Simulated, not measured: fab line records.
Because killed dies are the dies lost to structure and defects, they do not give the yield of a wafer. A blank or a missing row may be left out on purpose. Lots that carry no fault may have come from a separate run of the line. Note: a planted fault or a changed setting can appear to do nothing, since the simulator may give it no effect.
Matching of chambers / flow n5-finfet / N5_DUMMY_GATE_ETCH_37 on rie-diel-05: 4 sister chambers
The step etches SOC in N2/H2, target depth 60 nm, overetch 30 nm. 24 wafers are shown with their chamber, then 12 later ones without.

## WAFERS PAIRED WITH THEIR CHAMBERS
wafer=L075.2; chamber=1; showerhead-plenum-p-Torr (Torr)=2.61; throttle-valve-pct (%)=17.57; drypump-motor-current-A (A)=6.0
wafer=L075.3; chamber=0; showerhead-plenum-p-Torr (Torr)=2.46; throttle-valve-pct (%)=17.83; drypump-motor-current-A (A)=5.2
wafer=L075.6; chamber=0; showerhead-plenum-p-Torr (Torr)=2.46; throttle-valve-pct (%)=17.82; drypump-motor-current-A (A)=5.1
wafer=L076.1; chamber=1; showerhead-plenum-p-Torr (Torr)=2.61; throttle-valve-pct (%)=17.58; drypump-motor-current-A (A)=5.9
wafer=L076.3; chamber=0; showerhead-plenum-p-Torr (Torr)=2.45; throttle-valve-pct (%)=17.83; drypump-motor-current-A (A)=5.1
wafer=L076.6; chamber=2; showerhead-plenum-p-Torr (Torr)=2.47; throttle-valve-pct (%)=17.66; drypump-motor-current-A (A)=5.0
wafer=L081.1; chamber=2; showerhead-plenum-p-Torr (Torr)=2.47; throttle-valve-pct (%)=17.66; drypump-motor-current-A (A)=5.0
wafer=L081.2; chamber=1; showerhead-plenum-p-Torr (Torr)=2.60; throttle-valve-pct (%)=17.60; drypump-motor-current-A (A)=5.9
wafer=L081.4; chamber=0; showerhead-plenum-p-Torr (Torr)=2.45; throttle-valve-pct (%)=17.84; drypump-motor-current-A (A)=5.2
wafer=L082.2; chamber=3; showerhead-plenum-p-Torr (Torr)=2.64; throttle-valve-pct (%)=18.11; drypump-motor-current-A (A)=5.8
wafer=L082.3; chamber=0; showerhead-plenum-p-Torr (Torr)=2.45; throttle-valve-pct (%)=17.84; drypump-motor-current-A (A)=5.1
wafer=L082.4; chamber=2; showerhead-plenum-p-Torr (Torr)=2.47; throttle-valve-pct (%)=17.67; drypump-motor-current-A (A)=5.0
wafer=L084.3; chamber=2; showerhead-plenum-p-Torr (Torr)=2.46; throttle-valve-pct (%)=17.67; drypump-motor-current-A (A)=5.1
wafer=L084.4; chamber=0; showerhead-plenum-p-Torr (Torr)=2.45; throttle-valve-pct (%)=17.86; drypump-motor-current-A (A)=5.2
wafer=L084.6; chamber=3; showerhead-plenum-p-Torr (Torr)=2.64; throttle-valve-pct (%)=18.11; drypump-motor-current-A (A)=5.8
wafer=L089.1; chamber=0; showerhead-plenum-p-Torr (Torr)=2.45; throttle-valve-pct (%)=17.85; drypump-motor-current-A (A)=5.1
wafer=L089.4; chamber=3; showerhead-plenum-p-Torr (Torr)=2.64; throttle-valve-pct (%)=18.13; drypump-motor-current-A (A)=5.8
wafer=L089.6; chamber=0; showerhead-plenum-p-Torr (Torr)=2.45; throttle-valve-pct (%)=17.86; drypump-motor-current-A (A)=5.1
wafer=L090.3; chamber=3; showerhead-plenum-p-Torr (Torr)=2.64; throttle-valve-pct (%)=18.15; drypump-motor-current-A (A)=5.8
wafer=L090.4; chamber=1; showerhead-plenum-p-Torr (Torr)=2.60; throttle-valve-pct (%)=17.62; drypump-motor-current-A (A)=5.9
wafer=L090.6; chamber=1; showerhead-plenum-p-Torr (Torr)=2.60; throttle-valve-pct (%)=17.62; drypump-motor-current-A (A)=6.0
wafer=L091.2; chamber=3; showerhead-plenum-p-Torr (Torr)=2.64; throttle-valve-pct (%)=18.13; drypump-motor-current-A (A)=5.8
wafer=L091.3; chamber=2; showerhead-plenum-p-Torr (Torr)=2.46; throttle-valve-pct (%)=17.69; drypump-motor-current-A (A)=5.0
wafer=L091.5; chamber=1; showerhead-plenum-p-Torr (Torr)=2.60; throttle-valve-pct (%)=17.61; drypump-motor-current-A (A)=6.0

SIGNATURES (averages over the wafers above)
reading=showerhead-plenum-p-Torr; chamber 0=2.4525; chamber 1=2.6033; chamber 2=2.4660; chamber 3=2.6400; scatter within a chamber=0.00449
reading=throttle-valve-pct; chamber 0=17.8412; chamber 1=17.6000; chamber 2=17.6700; chamber 3=18.1260; scatter within a chamber=0.0164
reading=drypump-motor-current-A; chamber 0=5.138; chamber 1=5.950; chamber 2=5.020; chamber 3=5.800; scatter within a chamber=0.0457
Rule: for each reading, subtract the chamber's mean from the wafer's reading, divide by that reading's scatter and square the result; add these up over the readings and take the root, which gives the wafer's distance from the chamber. The wafer belongs to the nearest chamber; if the next one is less than 2 further off, it can't be placed. How the scatter is found: for the shown wafers, subtract from each reading the mean of its chamber, square and add these, divide the total by (wafers less chambers), then take the root.

## WAFERS WITH NO CHAMBER GIVEN
wafer=L093.3; showerhead-plenum-p-Torr (Torr)=2.46; throttle-valve-pct (%)=17.68; drypump-motor-current-A (A)=5.0
wafer=L093.5; showerhead-plenum-p-Torr (Torr)=2.44; throttle-valve-pct (%)=17.88; drypump-motor-current-A (A)=5.2
wafer=L093.6; showerhead-plenum-p-Torr (Torr)=2.46; throttle-valve-pct (%)=17.70; drypump-motor-current-A (A)=5.0
wafer=L094.2; showerhead-plenum-p-Torr (Torr)=2.44; throttle-valve-pct (%)=17.90; drypump-motor-current-A (A)=5.1
wafer=L094.3; showerhead-plenum-p-Torr (Torr)=2.59; throttle-valve-pct (%)=17.64; drypump-motor-current-A (A)=6.0
wafer=L094.6; showerhead-plenum-p-Torr (Torr)=2.44; throttle-valve-pct (%)=17.87; drypump-motor-current-A (A)=5.1
wafer=L095.2; showerhead-plenum-p-Torr (Torr)=2.46; throttle-valve-pct (%)=17.72; drypump-motor-current-A (A)=5.0
wafer=L095.5; showerhead-plenum-p-Torr (Torr)=2.44; throttle-valve-pct (%)=17.88; drypump-motor-current-A (A)=5.1
wafer=L095.6; showerhead-plenum-p-Torr (Torr)=2.59; throttle-valve-pct (%)=17.63; drypump-motor-current-A (A)=6.0
wafer=L096.4; showerhead-plenum-p-Torr (Torr)=2.63; throttle-valve-pct (%)=18.15; drypump-motor-current-A (A)=5.8
wafer=L096.5; showerhead-plenum-p-Torr (Torr)=2.46; throttle-valve-pct (%)=17.68; drypump-motor-current-A (A)=5.0
wafer=L096.6; showerhead-plenum-p-Torr (Torr)=2.63; throttle-valve-pct (%)=18.13; drypump-motor-current-A (A)=5.8

## THE CHAMBER EACH PASSED THROUGH
wafer=L093.3; from the rows above=2; in truth=2
wafer=L093.5; from the rows above=0; in truth=0
wafer=L093.6; from the rows above=2; in truth=2
wafer=L094.2; from the rows above=0; in truth=0
wafer=L094.3; from the rows above=1; in truth=1
wafer=L094.6; from the rows above=0; in truth=0
wafer=L095.2; from the rows above=2; in truth=2
wafer=L095.5; from the rows above=0; in truth=0
wafer=L095.6; from the rows above=1; in truth=1
wafer=L096.4; from the rows above=3; in truth=3
wafer=L096.5; from the rows above=2; in truth=2
wafer=L096.6; from the rows above=3; in truth=3
Correct placement for 12 of the 12. Can't be placed from these rows: 0. Number placed wrongly: 0.
